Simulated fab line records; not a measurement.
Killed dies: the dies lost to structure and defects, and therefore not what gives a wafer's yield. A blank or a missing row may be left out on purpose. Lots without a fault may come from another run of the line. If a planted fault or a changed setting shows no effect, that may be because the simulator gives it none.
The tool behind it: which one?    flow n5Finfet    Sampling: 10 lots, 30 wafers, 5 of 1938 route steps

== WHAT EACH GAUGE READ, for each wafer ==
N5_DUMMY_GATE_CD_MEAS_24: the cd target is 15 nm. Usual: cdNm reads 15.1 nm (standard deviation 0.45).
lot   measured     on        cdNm (nm)       flag
L479  day 3 01:43  cdSem-02  14.8 14.5 14.9  
L481  day 3 14:52  cdSem-02  15.9 15.2 15.7  
L482  day 3 19:14  cdSem-02  14.5 14.8 15.0  
L484  day 4 05:04  cdSem-01  15.1 15.1 15.3  
L485  day 4 12:15  cdSem-03  15.2 14.7 14.5  
L487  day 4 22:13  cdSem-03  15.5 13.9 14.8  
L489  day 5 14:29  cdSem-03  15.0 15.0 14.4  
L491  day 6 05:32  cdSem-01  14.9 16.4 15.6  
L501  day 8 12:47  cdSem-02  14.7 14.7 15.4  
L502  day 8 17:46  cdSem-03  15.5 15.3 14.9  

N5_BEOL_M4_RC_MEAS_101. Usual: DIBL_N 35.9 mV/V, standard deviation 1.9; DIBL_P 35.8 mV/V, standard deviation 2.4; IOFF_N 0.15 nA/um, standard deviation 0.031; IOFF_P 0.21 nA/um, standard deviation 0.037; ION_N 672 uA/um, standard deviation 13; ION_P 462 uA/um, standard deviation 8.3; SS_N 71.5 mV/dec, standard deviation 0.72; SS_P 73.2 mV/dec, standard deviation 0.67; VT_N 250 mV, standard deviation 3.4; VT_P -250 mV, standard deviation 3.4.
lot   measured      on         DIBL_N (mV/V)   DIBL_P (mV/V)   IOFF_N (nA/um)  IOFF_P (nA/um)  ION_N (uA/um)  ION_P (uA/um)  SS_N (mV/dec)   SS_P (mV/dec)   VT_N (mV)    VT_P (mV)       flag
L479  day 7 22:57   prober-02  37.0 36.5 36.5  37.6 35.3 36.1  0.15 0.13 0.13  0.22 0.18 0.19  676 657 660    466 450 457    71.2 71.2 71.4  73.8 73.2 72.7  250 253 252  -250 -253 -251  
L481  day 8 16:59   prober-02  32.8 33.6 32.4  33.2 34.1 32.9  0.11 0.11 0.10  0.14 0.14 0.13  650 640 651    452 435 444    70.8 70.8 70.5  72.9 73.1 72.6  255 259 258  -258 -259 -258  
L482  day 9 05:14   prober-02  35.8 37.4 35.5  35.0 36.8 34.3  0.13 0.16 0.13  0.18 0.22 0.18  661 669 669    453 462 459    71.1 72.1 71.0  72.7 73.6 73.0  251 252 252  -252 -250 -251  
L484  day 9 11:07   prober-01  35.0 32.6 31.7  36.6 33.3 31.5  0.16 0.12 0.10  0.20 0.16 0.14  679 660 651    461 455 448    71.9 71.3 71.0  73.5 72.5 72.5  250 253 256  -252 -255 -254  
L485  day 9 12:15   prober-02  35.1 37.4 38.2  36.0 37.4 37.8  0.15 0.18 0.18  0.20 0.23 0.24  675 683 668    460 466 467    71.0 71.9 73.1  73.3 74.1 73.8  249 248 248  -250 -251 -249  
L487  day 9 13:34   prober-02  29.2 32.0 29.4  32.2 34.6 32.1  0.08 0.10 0.08  0.10 0.11 0.09  621 614 606    417 399 404    71.2 71.7 71.2  72.1 73.8 72.7  258 258 261  -266 -269 -270  OFF
L489  day 10 09:46  prober-01  35.1 33.3 36.9  35.3 33.8 37.2  0.13 0.11 0.16  0.17 0.15 0.20  665 658 675    456 457 459    70.7 70.6 72.0  72.8 73.1 73.7  253 255 251  -254 -257 -251  
L491  day 11 13:04  prober-01  30.8 26.4 28.4  31.9 26.4 29.0  0.09 0.05 0.07  0.12 0.08 0.10  612 593 602    419 409 416    70.4 69.3 68.6  72.8 70.9 72.2  258 264 264  -263 -266 -263  OFF
L501  day 13 22:01  prober-01  38.1 37.9 35.8  39.6 38.2 37.0  0.19 0.18 0.15  0.26 0.23 0.20  677 696 674    462 474 464    72.5 72.1 71.2  74.5 74.2 74.0  246 249 251  -246 -248 -251  
L502  day 14 01:53  prober-02  34.6 36.8 36.9  33.6 35.7 35.7  0.13 0.17 0.16  0.20 0.23 0.23  674 690 682    473 475 473    70.6 71.4 71.3  72.7 73.0 72.5  250 249 253  -251 -247 -247  

== EACH LOT AND THE TOOL THAT RAN IT (in order: tool; ch and the chambers of the sampled wafers; start) ==
lot   N5_DUMMY_GATE_TRIM_49           N5_SPACER0_ALD_07                N5_SPACER0_ALD_08
L479  rieSi-02 ch 0,1,2, day 3 00:49  aldSin-02 ch 1,2,3, day 3 02:09  aldSin-02 ch 1,2,3, day 3 02:34
L481  rieSi-04 ch 1,2,3, day 3 14:13  aldSin-04 ch 0,2,3, day 3 15:11  aldSin-04 ch 0,2,3, day 3 15:36
L482  rieSi-04 ch 0,3, day 3 18:35    aldSin-03 ch 0,1,3, day 3 20:06  aldSin-03 ch 0,1,3, day 3 20:31
L484  rieSi-04 ch 1,2,3, day 4 04:25  aldSin-02 ch 1,2,3, day 4 05:23  aldSin-02 ch 1,2,3, day 4 05:47
L485  rieSi-02 ch 2,3, day 4 11:36    aldSin-03 ch 0,1,3, day 4 12:43  aldSin-03 ch 0,1,3, day 4 13:07
L487  rieSi-02 ch 0,2,3, day 4 21:34  aldSin-03 ch 0,2, day 4 23:46    aldSin-03 ch 0,2, day 5 00:10
L489  rieSi-02 ch 0,1,2, day 5 13:33  aldSin-04 ch 0,1,3, day 5 14:55  aldSin-04 ch 0,1,3, day 5 15:19
L491  rieSi-04 ch 0,1,2, day 6 04:54  aldSin-04 ch 1,2,3, day 6 05:59  aldSin-04 ch 1,2,3, day 6 06:23
L501  rieSi-02 ch 0,1,2, day 8 12:01  aldSin-02 ch 0,3, day 8 15:23    aldSin-02 ch 0,3, day 8 15:48
L502  rieSi-01 ch 0,1,3, day 8 17:07  aldSin-02 ch 0,3, day 8 18:04    aldSin-02 ch 0,3, day 8 18:29
- N5_DUMMY_GATE_TRIM_49: chemistry O2, time 29 s, target cd 14 nm.
- N5_SPACER0_ALD_07: deposits SiNx, target thk 2 nm.
- N5_SPACER0_ALD_08: deposits SiNx, target thk 2 nm.

== WHAT THE TOOLS THEMSELVES READ (means of the sampled wafers that have a number; where no wafer has one, the mark that the record gives instead) ==
N5_DUMMY_GATE_TRIM_49. Usual: drypumpMotorCurrentA 5.6 A, standard deviation 0.42; oesProductAu 1.005 a.u., standard deviation 0.02; throttleValvePct 8.15 %, standard deviation 0.16.
lot   tool      drypumpMotorCurrentA (A)  oesProductAu (a.u.)  throttleValvePct (%)  flag
L479  rieSi-02  5.9                       0.986                8.26                  
L481  rieSi-04  5.8                       0.995                8.13                  
L482  rieSi-04  5.6                       1.013                8.26                  
L484  rieSi-04  5.8                       0.997                8.14                  
L485  rieSi-02  5.8                       1.007                8.07                  
L487  rieSi-02  5.7                       0.998                8.18                  
L489  rieSi-02  5.9                       0.997                8.16                  
L491  rieSi-04  5.9                       1.007                8.12                  
L501  rieSi-02  5.9                       0.995                8.17                  
L502  rieSi-01  5.2                       1.013                8.24                  

N5_SPACER0_ALD_07. Usual: heaterPowerW reads 865 W (standard deviation 63).
lot   tool       heaterPowerW (W)  flag
L479  aldSin-02  827               
L481  aldSin-04  882               
L482  aldSin-03  827               
L484  aldSin-02  839               
L485  aldSin-03  838               
L487  aldSin-03  916               
L489  aldSin-04  908               
L491  aldSin-04  862               
L501  aldSin-02  816               
L502  aldSin-02  816               

N5_SPACER0_ALD_08. Usual: heaterPowerW reads 862 W (standard deviation 65).
lot   tool       heaterPowerW (W)  flag
L479  aldSin-02  827               
L481  aldSin-04  897               
L482  aldSin-03  820               
L484  aldSin-02  832               
L485  aldSin-03  830               
L487  aldSin-03  922               
L489  aldSin-04  899               
L491  aldSin-04  866               
L501  aldSin-02  819               
L502  aldSin-02  816               

== THE ANSWER, worked out from the rows above alone ==
Rule: lot off if the mean of its wafers having a number is beyond 3 standard deviations from the usual mean. A lot without any number at a reading at which 4 lots or more have one is off too. Where the step has rows for the other lots, those lots are counted as sound. Order of review: gauges by route order, followed by the tools' own readings, for which a lot's mean as printed above is used. The first step at which some lot is off is used, and at that step the reading that is off furthest; a lot without a number counts as furthest.
Off: L487, L491, at N5_BEOL_M4_RC_MEAS_101 (ION_P).
A tool fits if, at a process step before that reading, it ran every lot that is off, and no sound lot after the first of them. Those tools and the gauges at N5_BEOL_M4_RC_MEAS_101 are tried in the same way. None of those tried fits.

== WHAT THE SIMULATOR HAD PUT IN ==
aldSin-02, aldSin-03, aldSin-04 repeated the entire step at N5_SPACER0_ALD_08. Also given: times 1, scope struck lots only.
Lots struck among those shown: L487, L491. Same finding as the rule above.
